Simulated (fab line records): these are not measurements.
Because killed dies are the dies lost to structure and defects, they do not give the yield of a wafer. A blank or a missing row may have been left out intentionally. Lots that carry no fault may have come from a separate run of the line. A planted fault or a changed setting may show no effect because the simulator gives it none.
Which tool was responsible? | flow n5Finfet | 21 wafers from 7 lots sampled at 4 of the route's 1938 steps

== WHAT THE GAUGES READ, wafer by wafer ==
N5_BEOL_M8_CD_MEAS_11 targets a cd of 38.5 nm.
lot  | measured     | on       | cdNm (nm)
L847 | day 11 15:17 | cdSem-01 | 38.2 38.8 38.8
L851 | day 13 00:02 | cdSem-01 | 39.5 39.2 38.3
L855 | day 13 06:10 | cdSem-02 | 39.0 38.3 38.7
L858 | day 13 23:59 | cdSem-01 | 36.1 35.3 35.1
L859 | day 14 12:54 | cdSem-02 | 38.5 38.2 38.5
L861 | day 15 18:10 | cdSem-03 | 39.1 38.7 39.3
L863 | day 15 18:38 | cdSem-03 | 38.9 39.3 38.6

== WHAT TOOL EACH LOT RAN ON (gives the tool, then ch and the chambers of the sampled wafers, and finally the start) ==
lot  | N5_BEOL_M7_SURFACE_TREAT_79 | N5_BEOL_M7_CMP_52             | N5_BEOL_M8_EXPOSE_08
L847 | pvdSputter-02, day 11 11:45 | cmp-01 ch 0,1, day 11 12:50   | arfiScanner-01 ch 0, day 11 15:10
L851 | pvdSputter-01, day 12 20:01 | cmp-01 ch 0,2,3, day 12 21:47 | arfiScanner-02 ch 0, day 12 23:55
L855 | pvdSputter-01, day 13 01:43 | cmp-04 ch 0,1,3, day 13 04:08 | arfiScanner-02 ch 0, day 13 06:02
L858 | pvdSputter-01, day 13 20:31 | cmp-01 ch 0,1,2, day 13 21:17 | arfiScanner-02 ch 0, day 13 23:52
L859 | pvdSputter-02, day 14 08:37 | cmp-01 ch 0,3, day 14 10:26   | arfiScanner-01 ch 0, day 14 12:47
L861 | pvdSputter-03, day 15 13:34 | cmp-03 ch 1,2,3, day 15 14:31 | arfiScanner-03 ch 0, day 15 18:02
L863 | pvdSputter-02, day 15 14:40 | cmp-01 ch 0,1,3, day 15 16:13 | arfiScanner-01 ch 0, day 15 18:31
- N5_BEOL_M7_SURFACE_TREAT_79
- N5_BEOL_M7_CMP_52: polishes, stops on SiCOH lowk, t overpolish 6.9 s, target thk 80 nm.
- N5_BEOL_M8_EXPOSE_08: exposes mask M8.

== THE ANSWER, worked out from the rows above alone ==
Rule: what is usual is taken from the lots themselves. Put in order of their means at a reading, lots are off if they are a third of the lots or fewer, leave a main group of 4 or more, and stand apart from it by a gap of 3 or more times the standard deviation of the main group's means; of several such gaps the widest counts. A main group is skipped when, at the precision printed for the reading in the tables above, its means are all equal. Also off: a lot with no number at a reading for which 4 or more lots have one. All remaining lots with rows at the step are treated as sound.
Off: L858, at N5_BEOL_M8_CD_MEAS_11 (cdNm). Mean 38.8 nm and standard deviation 0.23 in the main group.
If a tool, at a process step before that reading, ran all the lots that are off and no sound lot after the first of them, it fits. The gauges at N5_BEOL_M8_CD_MEAS_11 are tried like those tools. Can't be told from this: 3 tools fit, pvdSputter-01 at N5_BEOL_M7_SURFACE_TREAT_79, arfiScanner-02 at N5_BEOL_M8_EXPOSE_08, cdSem-01 at N5_BEOL_M8_CD_MEAS_11.

== WHAT WAS PUT IN BY THE SIMULATOR ==
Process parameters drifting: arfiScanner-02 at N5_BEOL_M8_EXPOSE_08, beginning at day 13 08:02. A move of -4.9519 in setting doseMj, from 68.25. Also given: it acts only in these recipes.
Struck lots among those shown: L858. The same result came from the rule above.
